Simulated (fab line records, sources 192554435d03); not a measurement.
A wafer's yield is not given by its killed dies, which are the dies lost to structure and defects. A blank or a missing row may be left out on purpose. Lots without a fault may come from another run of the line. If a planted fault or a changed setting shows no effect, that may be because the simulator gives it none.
The same fault as seen by 2 desks :: flow n5_finfet :: what lay behind the numbers comes last; until then each desk has only its own

FOR THE TOOL OWNER'S DESK: litho_track-02
The tool's own readings at N5_BEOL_M3_COAT_68 (time 60 s, resist thk 12 nm): means of the sampled wafers that have a number, for each lot that ran on this tool. The brackets show how far a lot's mean lies from the usual mean; more than 4 standard deviations puts the lot out of limits, marked OUT.
Columns: A = exhaust_pa at N5_BEOL_M3_COAT_68, usual 45.0 Pa; B = spin_speed_rpm at N5_BEOL_M3_COAT_68, usual 1500.1 rpm
lot: L324
first seen here: day 10 02:34
A: 44.9
B: 1500.0

lot: L326
first seen here: day 10 06:02
A: 44.4
B: 1430.3 (-70) OUT

lot: L332
first seen here: day 12 02:13
A: 45.8
B: 1431.1 (-69) OUT
This desk's verdict: out of limits on L326, L332, starting with L326 at day 10 06:02 (spin_speed_rpm at N5_BEOL_M3_COAT_68). Within limits: L324.

AT THE METROLOGY DESK
What the gauges read for every lot (on any tool): the sampled wafers with a number, averaged. The brackets show how far a lot's mean lies from the usual mean; more than 4 standard deviations puts the lot out of limits, marked OUT. It has 10 readings; the 7 that lie furthest out on some lot are the ones shown.
Columns: A = DIBL_P at N5_BEOL_M4_RC_MEAS_101, usual 35.3 mV/V; B = IOFF_P at N5_BEOL_M4_RC_MEAS_101, usual 0.21 nA/um; C = ION_P at N5_BEOL_M4_RC_MEAS_101, usual 463 uA/um; D = SS_N at N5_BEOL_M4_RC_MEAS_101, usual 71.4 mV/dec; E = SS_P at N5_BEOL_M4_RC_MEAS_101, usual 73.0 mV/dec; F = VT_N at N5_BEOL_M4_RC_MEAS_101, usual 250 mV; G = VT_P at N5_BEOL_M4_RC_MEAS_101, usual -249.8 mV
lot: L324
first seen here: day 11 05:47
A: 32.8
B: 0.17
C: 456
D: 70.8
E: 72.4
F: 252
G: -251.9

lot: L326
first seen here: day 11 07:44
A: 37.4
B: 0.22
C: 458
D: 72.4
E: 73.4
F: 247
G: -248.9

lot: L332
first seen here: day 13 05:37
A: 35.8
B: 0.21
C: 463
D: 71.5
E: 73.4
F: 251
G: -248.7

lot: L336
first seen here: day 14 02:22
A: 33.8
B: 0.20
C: 465
D: 71.3
E: 73.0
F: 249
G: -248.8
Finding of this desk: none of the 4 lots has anything out of limits.

TAKEN TOGETHER
At day 10 06:02, on L326, L332, the tool owner's desk was in a position to raise an alarm.
The metrology desk saw nothing out of limits.
The metrology desk has L326, L332 on record, within its limits.
All the named lots went through N5_BEOL_M3_COAT_68 on litho_track-02.

WHAT THE SIMULATOR HAD INSERTED
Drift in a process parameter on litho_track-02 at N5_BEOL_M3_COAT_68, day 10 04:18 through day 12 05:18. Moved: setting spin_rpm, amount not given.
Shown lots that were struck: L326, L332.
Each desk's first reading out of limits, in hours after the fault started: the tool owner's desk, 2.
